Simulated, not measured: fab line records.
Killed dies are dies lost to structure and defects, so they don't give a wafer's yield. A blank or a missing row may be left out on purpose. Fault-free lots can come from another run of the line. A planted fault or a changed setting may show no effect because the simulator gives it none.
Matching of chambers || flow nand_harc || NHARC_P_M2_ETCH_28 on rie_diel-10: 4 sister chambers
The step etches the open film in CF4/N2, target depth 30 nm, time 72.99 s. 18 wafers are shown with their chamber, then 9 later ones without.

== WAFERS PAIRED WITH THEIR CHAMBERS ==
{"wafer": "L808.3", "chamber": 1, "drypump_motor_current_A (A)": 5.97, "rf_vpp_V (V)": 314.0, "oes_product_au (a.u.)": 0.997}
{"wafer": "L808.4", "chamber": 3, "drypump_motor_current_A (A)": 5.70, "rf_vpp_V (V)": 311.1, "oes_product_au (a.u.)": 0.997}
{"wafer": "L808.5", "chamber": 3, "drypump_motor_current_A (A)": 5.70, "rf_vpp_V (V)": 311.6, "oes_product_au (a.u.)": 1.013}
{"wafer": "L810.1", "chamber": 1, "drypump_motor_current_A (A)": 5.99, "rf_vpp_V (V)": 314.9, "oes_product_au (a.u.)": 1.008}
{"wafer": "L810.3", "chamber": 3, "drypump_motor_current_A (A)": 5.69, "rf_vpp_V (V)": 314.1, "oes_product_au (a.u.)": 0.999}
{"wafer": "L810.4", "chamber": 0, "drypump_motor_current_A (A)": 5.83, "rf_vpp_V (V)": 316.7, "oes_product_au (a.u.)": 1.009}
{"wafer": "L812.2", "chamber": 2, "drypump_motor_current_A (A)": 5.14, "rf_vpp_V (V)": 311.6, "oes_product_au (a.u.)": 0.998}
{"wafer": "L812.5", "chamber": 3, "drypump_motor_current_A (A)": 5.69, "rf_vpp_V (V)": 313.2, "oes_product_au (a.u.)": 0.992}
{"wafer": "L812.6", "chamber": 0, "drypump_motor_current_A (A)": 5.86, "rf_vpp_V (V)": 316.5, "oes_product_au (a.u.)": 1.009}
{"wafer": "L811.1", "chamber": 1, "drypump_motor_current_A (A)": 5.98, "rf_vpp_V (V)": 315.1, "oes_product_au (a.u.)": 0.999}
{"wafer": "L811.2", "chamber": 3, "drypump_motor_current_A (A)": 5.70, "rf_vpp_V (V)": 313.0, "oes_product_au (a.u.)": 1.003}
{"wafer": "L811.3", "chamber": 2, "drypump_motor_current_A (A)": 5.20, "rf_vpp_V (V)": 311.9, "oes_product_au (a.u.)": 0.994}
{"wafer": "L813.3", "chamber": 0, "drypump_motor_current_A (A)": 5.86, "rf_vpp_V (V)": 318.1, "oes_product_au (a.u.)": 1.003}
{"wafer": "L813.4", "chamber": 2, "drypump_motor_current_A (A)": 5.14, "rf_vpp_V (V)": 311.5, "oes_product_au (a.u.)": 0.995}
{"wafer": "L813.5", "chamber": 2, "drypump_motor_current_A (A)": 5.16, "rf_vpp_V (V)": 311.8, "oes_product_au (a.u.)": 0.998}
{"wafer": "L817.2", "chamber": 2, "drypump_motor_current_A (A)": 5.16, "rf_vpp_V (V)": 312.5, "oes_product_au (a.u.)": 0.991}
{"wafer": "L817.4", "chamber": 3, "drypump_motor_current_A (A)": 5.69, "rf_vpp_V (V)": 311.9, "oes_product_au (a.u.)": 0.982}
{"wafer": "L817.5", "chamber": 2, "drypump_motor_current_A (A)": 5.14, "rf_vpp_V (V)": 311.9, "oes_product_au (a.u.)": 0.991}

SIGNATURES (averages over the wafers above)
{"reading": "drypump_motor_current_A", "chamber 0": 5.8500, "chamber 1": 5.9800, "chamber 2": 5.1567, "chamber 3": 5.6950, "scatter within a chamber": 0.0162}
{"reading": "rf_vpp_V", "chamber 0": 317.100, "chamber 1": 314.667, "chamber 2": 311.867, "chamber 3": 312.483, "scatter within a chamber": 0.813}
{"reading": "oes_product_au", "chamber 0": 1.00700, "chamber 1": 1.00133, "chamber 2": 0.99450, "chamber 3": 0.99767, "scatter within a chamber": 0.007}
Rule: distance of a wafer from a chamber = root of the sum over the readings of ((wafer's reading minus chamber's mean) / reading's scatter) squared. If the next closest chamber is less than 2 further off than the closest, the wafer can't be placed; otherwise it belongs to the closest. How the scatter is found: for the shown wafers, subtract from each reading the mean of its chamber, square and add these, divide the total by (wafers less chambers), then take the root.

== WAFERS WITHOUT THEIR CHAMBER ==
{"wafer": "L819.2", "drypump_motor_current_A (A)": 5.13, "rf_vpp_V (V)": 310.4, "oes_product_au (a.u.)": 0.981}
{"wafer": "L819.5", "drypump_motor_current_A (A)": 5.85, "rf_vpp_V (V)": 316.3, "oes_product_au (a.u.)": 0.995}
{"wafer": "L819.6", "drypump_motor_current_A (A)": 5.98, "rf_vpp_V (V)": 315.8, "oes_product_au (a.u.)": 0.998}
{"wafer": "L821.1", "drypump_motor_current_A (A)": 5.17, "rf_vpp_V (V)": 310.4, "oes_product_au (a.u.)": 0.986}
{"wafer": "L821.4", "drypump_motor_current_A (A)": 5.96, "rf_vpp_V (V)": 313.7, "oes_product_au (a.u.)": 1.009}
{"wafer": "L821.6", "drypump_motor_current_A (A)": 5.11, "rf_vpp_V (V)": 311.7, "oes_product_au (a.u.)": 0.987}
{"wafer": "L825.1", "drypump_motor_current_A (A)": 5.68, "rf_vpp_V (V)": 312.1, "oes_product_au (a.u.)": 0.993}
{"wafer": "L825.3", "drypump_motor_current_A (A)": 5.97, "rf_vpp_V (V)": 316.9, "oes_product_au (a.u.)": 1.009}
{"wafer": "L825.6", "drypump_motor_current_A (A)": 5.70, "rf_vpp_V (V)": 312.3, "oes_product_au (a.u.)": 0.991}

== WHICH CHAMBER EACH WENT THROUGH ==
{"wafer": "L819.2", "from the rows above": 2, "in truth": 2}
{"wafer": "L819.5", "from the rows above": 0, "in truth": 0}
{"wafer": "L819.6", "from the rows above": 1, "in truth": 1}
{"wafer": "L821.1", "from the rows above": 2, "in truth": 2}
{"wafer": "L821.4", "from the rows above": 1, "in truth": 1}
{"wafer": "L821.6", "from the rows above": 2, "in truth": 2}
{"wafer": "L825.1", "from the rows above": 3, "in truth": 3}
{"wafer": "L825.3", "from the rows above": 1, "in truth": 1}
{"wafer": "L825.6", "from the rows above": 3, "in truth": 3}
Correct placement for 9 of the 9. From these rows, 0 cannot be placed. 0 placed wrongly.
